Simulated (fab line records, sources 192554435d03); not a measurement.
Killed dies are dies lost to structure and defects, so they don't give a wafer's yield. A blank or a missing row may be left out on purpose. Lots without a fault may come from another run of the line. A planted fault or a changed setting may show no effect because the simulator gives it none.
fab line records | flow n5_finfet
record lots=7 wafers=21 last_day=19
route steps=1938 shown BEOL_M4@1087
lots that met no fault: from a run of the same line without faults
start_h: hours from the record's first day to the start of the lot's first wafer shown | wait_h: hours since the lot's step before | " the same as in the row above | L1.1+2: a row that stands for several wafers | - no value, or no start given | * or withheld: withheld | < > ~ a bound
route shown NAME@n: a module of which the file shows steps, and the number in the route of the first | usual: mean/standard deviation of fault-free wafers | same: alike in all rows | chamber/n: place in a boat | sites: the reading at each site | _std_site: their standard deviation | _edge_site: outer sites' mean less inner sites' | radius_mm: how far each site lies from the wafer's centre | mask NAME#n: copy n | behind: the tool/chamber that last shaped the wafer | hold: why the lot was held/for how many hours/how that ended | device: the transistor (n, p or np) that didn't switch | end of line: the same wafers' tests at the end of the route | a step without rows: its recipe alone | killed: dies lost to structure and defects at the first sort, not the wafer's yield | map: a wafer's dies, x killed, . not, _ none there
set.NAME: the setting as run; set.NAME@STEP: as run at that earlier step | model.NAME: the simulator's own value behind a step, which no gauge read
lots at some steps of the route; a table a step, a row a wafer
services: from which hour (start_h, from the record's first day; less than 0 if before it) a tool's chamber was out of use, for how many hours, and why
## steps
# step N5_BEOL_M4_ANNEAL_80
# recipe temp_c=400 time_s=240 ambient=vacuum
# step N5_BEOL_M4_SPUTTER_81
# recipe material=Cu target_thk_a=45 temp_c=-20 chamber_pressure_pa=0.07 power_w=withheld time_s=8.29
# usual throttle_valve_pct=30.2/0.75
# columns lot.wafer tool chamber start_h wait_h throttle_valve_pct
L268.1 pvd_sputter-02 - 241.56 0.1 29.1
L268.2 " - " " 30.3
L268.3 " - " " 30.4
L278.3 pvd_sputter-02 - 294.04 0.1 31.2
L278.4 " - " " 29.0
L278.6 " - " " 30.4
L277.1 pvd_sputter-01 - 297.61 0.1 31.2
L277.3 " - " " 29.2
L277.6 " - " " 29.2
L267.1 pvd_sputter-02 - 304.38 0.1 31.0
L267.2 " - " " 29.0
L267.5 " - " " 30.6
L280.1 pvd_sputter-02 - 307.38 0.1 29.1
L280.4 " - " " 30.6
L280.6 " - " " 30.2
L285.2 pvd_sputter-01 - 339.89 0.1 31.2
L285.5 " - " " 29.7
L285.6 " - " " 29.2
L287.1 pvd_sputter-01 - 341.73 0.1 29.1
L287.3 " - " " 29.4
L287.4 " - " " 30.9
# step N5_BEOL_M4_ANNEAL_82
# recipe temp_c=400 time_s=240 ambient=vacuum
# step N5_BEOL_M4_SPUTTER_86
# recipe material=Cu target_thk_a=45 temp_c=-20 chamber_pressure_pa=0.07 power_w=withheld time_s=8.29
# usual throttle_valve_pct=30.2/0.74
# columns lot.wafer tool chamber start_h wait_h throttle_valve_pct
L268.1 pvd_sputter-02 - 241.78 0.1 29.1
L268.2 " - " " 30.6
L268.3 " - " " 30.3
L278.3 pvd_sputter-02 - 294.26 0.1 31.1
L278.4 " - " " 29.0
L278.6 " - " " 30.6
L277.1 pvd_sputter-01 - 297.83 0.1 31.3
L277.3 " - " " 29.4
L277.6 " - " " 29.3
L267.1 pvd_sputter-02 - 304.60 0.1 31.1
L267.2 " - " " 29.2
L267.5 " - " " 30.8
L280.1 pvd_sputter-02 - 307.60 0.1 29.3
L280.4 " - " " 30.3
L280.6 " - " " 30.6
L285.2 pvd_sputter-01 - 340.11 0.1 31.3
L285.5 " - " " 29.4
L285.6 " - " " 29.2
L287.1 pvd_sputter-01 - 341.95 0.1 29.3
L287.3 " - " " 29.5
L287.4 " - " " 30.9
# step N5_BEOL_M4_ANNEAL_87
# recipe temp_c=400 time_s=240 ambient=vacuum
# step N5_BEOL_M4_SPUTTER_88
# recipe material=Cu target_thk_a=45 temp_c=-20 chamber_pressure_pa=0.07 power_w=withheld time_s=8.29
# step N5_BEOL_M4_ANNEAL_89
# recipe temp_c=400 time_s=240 ambient=vacuum
# step N5_BEOL_M4_SPUTTER_90
# recipe material=Cu target_thk_a=45 temp_c=-20 chamber_pressure_pa=0.07 power_w=withheld time_s=8.29
# usual throttle_valve_pct=30.2/0.74
# columns lot.wafer tool chamber start_h wait_h throttle_valve_pct
L268.1 pvd_sputter-02 - 242.22 0.1 29.0
L268.2 " - " " 30.5
L268.3 " - " " 30.4
L278.3 pvd_sputter-02 - 294.70 0.1 31.1
L278.4 " - " " 29.1
L278.6 " - " " 30.8
L277.1 pvd_sputter-01 - 298.27 0.1 31.4
L277.3 " - " " 29.1
L277.6 " - " " 29.4
L267.1 pvd_sputter-02 - 305.04 0.1 31.3
L267.2 " - " " 29.4
L267.5 " - " " 30.6
L280.1 pvd_sputter-02 - 308.04 0.1 28.9
L280.4 " - " " 30.6
L280.6 " - " " 30.6
L285.2 pvd_sputter-01 - 340.55 0.1 31.2
L285.5 " - " " 29.4
L285.6 " - " " 29.3
L287.1 pvd_sputter-01 - 342.39 0.1 29.2
L287.3 " - " " 29.4
L287.4 " - " " 30.9
# step N5_BEOL_M4_ANNEAL_91
# recipe temp_c=400 time_s=240 ambient=vacuum
# usual heater_power_w=813/65 susceptor_temp_C=400.01/0.24
# columns lot.wafer tool chamber start_h wait_h heater_power_w susceptor_temp_C
L268.1 pvd_sputter-02 - 242.30 0.0 739 400.02
L268.2 " - " " 805 399.77
L268.3 " - " " 784 400.14
L278.3 pvd_sputter-02 - 294.78 0.0 806 400.14
L278.4 " - " " 732 399.97
L278.6 " - " " 785 400.01
L277.1 pvd_sputter-01 - 298.35 0.0 899 400.18
L277.3 " - " " 729 399.96
L277.6 " - " " 867 400.13
L267.1 pvd_sputter-02 - 305.12 0.0 818 399.91
L267.2 " - " " 728 399.99
L267.5 " - " " 775 400.14
L280.1 pvd_sputter-02 - 308.12 0.0 738 399.98
L280.4 " - " " 794 400.00
L280.6 " - " " 805 400.53
L285.2 pvd_sputter-01 - 340.63 0.0 898 400.31
L285.5 " - " " 857 399.61
L285.6 " - " " 775 400.00
L287.1 pvd_sputter-01 - 342.47 0.0 756 400.28
L287.3 " - " " 854 400.19
L287.4 " - " " 810 400.41
# step N5_BEOL_M4_SPUTTER_92
# recipe material=Cu target_thk_a=45 temp_c=-20 chamber_pressure_pa=0.07 power_w=withheld time_s=8.29
# usual throttle_valve_pct=30.2/0.75
# columns lot.wafer tool chamber start_h wait_h throttle_valve_pct
L268.1 pvd_sputter-02 - 242.44 0.1 29.0
L268.2 " - " " 30.7
L268.3 " - " " 30.6
L278.3 pvd_sputter-02 - 294.92 0.1 31.0
L278.4 " - " " 29.0
L278.6 " - " " 30.5
L277.1 pvd_sputter-01 - 298.49 0.1 31.3
L277.3 " - " " 29.3
L277.6 " - " " 29.5
L267.1 pvd_sputter-02 - 305.26 0.1 31.0
L267.2 " - " " 28.9
L267.5 " - " " 30.7
L280.1 pvd_sputter-02 - 308.26 0.1 29.0
L280.4 " - " " 30.5
L280.6 " - " " 30.5
L285.2 pvd_sputter-01 - 340.77 0.1 31.3
L285.5 " - " " 29.6
L285.6 " - " " 29.3
L287.1 pvd_sputter-01 - 342.61 0.1 29.1
L287.3 " - " " 29.5
L287.4 " - " " 30.6
# step N5_BEOL_M4_ANNEAL_93
# recipe temp_c=400 time_s=240 ambient=vacuum
# step N5_BEOL_M4_SPUTTER_94
# recipe material=Cu target_thk_a=45 temp_c=-20 chamber_pressure_pa=0.07 power_w=withheld time_s=8.29
# step N5_BEOL_M4_ANNEAL_95
# recipe temp_c=400 time_s=240 ambient=vacuum
# usual heater_power_w=813/65 susceptor_temp_C=400.02/0.22
# columns lot.wafer tool chamber start_h wait_h heater_power_w susceptor_temp_C
L268.1 pvd_sputter-02 - 242.74 0.0 729 400.01
L268.2 " - " " 801 399.99
L268.3 " - " " 800 399.95
L278.3 pvd_sputter-02 - 295.22 0.0 - -
L278.4 " - " " - -
L278.6 " - " " - -
L277.1 pvd_sputter-01 - 298.79 0.0 - -
L277.3 " - " " - -
L277.6 " - " " - -
L267.1 pvd_sputter-02 - 305.56 0.0 797 399.76
L267.2 " - " " 728 400.26
L267.5 " - " " 779 399.74
L280.1 pvd_sputter-02 - 308.56 0.0 - -
L280.4 " - " " - -
L280.6 " - " " - -
L285.2 pvd_sputter-01 - 341.07 0.0 874 400.06
L285.5 " - " " 876 400.22
L285.6 " - " " 763 399.98
L287.1 pvd_sputter-01 - 342.91 0.0 750 399.74
L287.3 " - " " 881 400.08
L287.4 " - " " 812 399.85
# step N5_BEOL_M4_SPUTTER_96
# recipe material=Cu target_thk_a=45 temp_c=-20 chamber_pressure_pa=0.07 power_w=withheld time_s=8.29
# step N5_BEOL_M4_RC_MEAS_101
# usual DIBL_N=36.0/1.7 DIBL_P=36.2/1.9 IOFF_N=0.154/0.028 IOFF_P=0.21/0.036 ION_N=675/11 ION_P=463/8.3 SS_N=71.4/0.63 SS_P=73.2/0.55 VT_N=250.2/3 VT_P=-251/3.7
# columns lot.wafer tool chamber start_h wait_h DIBL_N[mV/V] DIBL_P[mV/V] IOFF_N[nA/um] IOFF_P[nA/um] ION_N[uA/um] ION_P[uA/um] SS_N[mV/dec] SS_P[mV/dec] VT_N[mV] VT_P[mV]
L268.1 prober-02 0 243.98 0.0 35.0 34.9 0.137 0.19 668 458 70.6 73.7 249.0 -252
L268.2 " 0 " " 37.1 36.2 0.167 0.22 678 463 71.9 73.6 248.0 -249
L268.3 " 0 " " 36.0 34.9 0.140 0.19 665 451 70.7 72.7 251.1 -251
L278.3 prober-02 0 297.04 0.3 36.1 36.7 0.151 0.22 664 461 71.7 73.2 251.0 -250
L278.4 " 0 " " 34.7 34.9 0.135 0.19 680 475 71.2 73.0 251.2 -250
L278.6 " 0 " " 36.2 36.7 0.157 0.22 678 463 71.9 73.5 252.7 -250
L277.1 prober-02 0 300.22 0.0 38.9 38.6 0.191 0.21 674 460 72.3 73.7 249.1 -252
L277.3 " 0 " " 34.9 35.6 0.122 0.17 681 466 71.0 72.7 251.9 -255
L277.6 " 0 " " 36.5 37.4 0.148 0.20 680 464 71.5 73.0 249.4 -253
L267.1 prober-01 0 306.90 0.0 36.1 37.7 0.192 0.24 691 470 72.3 74.3 246.1 -250
L267.2 " 0 " " 35.2 36.8 0.161 0.22 682 468 71.5 74.2 249.8 -252
L267.5 " 0 " " 34.1 35.4 0.134 0.19 678 466 71.5 73.2 254.3 -252
L280.1 prober-02 0 309.89 0.0 38.5 38.5 0.199 0.30 691 477 71.6 74.1 245.0 -244
L280.4 " 0 " " 38.5 38.3 0.193 0.28 682 476 72.0 73.6 244.9 -244
L280.6 " 0 " " 36.8 36.4 0.144 0.25 672 472 70.6 73.4 249.5 -246
L285.2 prober-01 0 342.52 0.2 37.5 38.1 0.170 0.21 673 457 71.1 73.2 247.9 -251
L285.5 " 0 " " 39.3 40.3 0.205 0.25 679 462 72.0 73.2 246.4 -250
L285.6 " 0 " " 36.6 36.5 0.157 0.19 674 458 70.9 72.8 250.1 -250
L287.1 prober-01 0 344.15 0.0 37.2 37.7 0.191 0.28 681 471 71.9 73.7 248.2 -247
L287.3 " 0 " " 38.5 38.3 0.218 0.29 704 482 72.1 74.1 243.7 -244
L287.4 " 0 " " 39.2 38.9 0.211 0.30 682 473 72.8 72.8 246.9 -244
## services
# columns tool chamber start_h hours kind
pvd_sputter-01 - 237.91 1.1 repair
## key
first_sign step=N5_BEOL_M4_ANNEAL_95 reading=tool_record direction=missing
effect none on later readings
met_at N5_BEOL_M4_ANNEAL_95
struck_wafers L277.1,L277.3,L277.6,L278.3,L278.4,L278.6,L280.1,L280.4,L280.6
onset_between 242.74 295.22
fault kind=skipped_step_whole tool=pvd_sputter-01,pvd_sputter-02 chamber=- onset_h=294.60 steps=N5_BEOL_M4_ANNEAL_95 scope=struck_lots_only
